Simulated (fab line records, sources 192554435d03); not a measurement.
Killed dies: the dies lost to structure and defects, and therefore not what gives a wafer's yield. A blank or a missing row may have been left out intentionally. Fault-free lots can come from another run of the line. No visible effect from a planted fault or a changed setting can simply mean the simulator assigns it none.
Matching of chambers | flow n5Finfet | N5_BEOL_M11_DEP_56 on pecvd-04 has 3 sister chambers
The step deposits SiCN from 3MS/NH3, target thk 30 nm, time 10.5 s. 16 wafers are shown with their chamber, then 8 later ones without.

== WAFERS PAIRED WITH THEIR CHAMBERS ==
wafer  | chamber | throttleValvePct (%) | showerheadPlenumPTorr (Torr)
L074.2 | 2       | 17.5                 | 4.18
L074.3 | 0       | 19.0                 | 4.20
L074.5 | 2       | 17.3                 | 4.19
L077.1 | 1       | 18.4                 | 4.14
L077.4 | 0       | 18.8                 | 4.20
L077.5 | 1       | 18.5                 | 4.15
L079.1 | 2       | 17.5                 | 4.18
L079.4 | 1       | 18.4                 | 4.16
L079.6 | 2       | 17.3                 | 4.18
L081.1 | 0       | 18.9                 | 4.19
L081.3 | 1       | 18.6                 | 4.15
L081.6 | 0       | 19.2                 | 4.20
L083.1 | 0       | 19.1                 | 4.21
L083.4 | 2       | 17.6                 | 4.19
L083.5 | 2       | 17.4                 | 4.18
L085.1 | 1       | 18.7                 | 4.15

SIGNATURES (means of the wafers above)
reading               | chamber 0 | chamber 1 | chamber 2 | scatter within a chamber
throttleValvePct      | 19.000    | 18.520    | 17.433    | 0.136
showerheadPlenumPTorr | 4.2000    | 4.1500    | 4.1833    | 0.00641
Rule: a wafer's distance from a chamber is the root of the sum, over the readings, of the square of ((its reading less the chamber's mean) divided by the reading's scatter). The wafer belongs to the nearest chamber; if the next one is less than 2 further off, it can't be placed. The scatter: the root of (the sum of the squares of (reading less its chamber's mean) over the shown wafers, divided by (wafers less chambers)).

== WAFERS WITHOUT THEIR CHAMBER ==
wafer  | throttleValvePct (%) | showerheadPlenumPTorr (Torr)
L085.4 | 19.2                 | 4.21
L085.5 | 18.6                 | 4.15
L089.1 | 17.7                 | 4.18
L089.3 | 18.3                 | 4.14
L089.4 | 18.4                 | 4.16
L090.4 | 18.0                 | 4.19
L090.5 | 18.6                 | 4.15
L090.6 | 18.9                 | 4.19

== THE CHAMBER EACH PASSED THROUGH ==
wafer  | from the rows above | in truth
L085.4 | 0                   | 0
L085.5 | 1                   | 1
L089.1 | 2                   | 2
L089.3 | 1                   | 1
L089.4 | 1                   | 1
L090.4 | 2                   | 2
L090.5 | 1                   | 1
L090.6 | 0                   | 0
Correct placement for 8 of the 8. Can't be placed from these rows: 0. 0 placed wrongly.
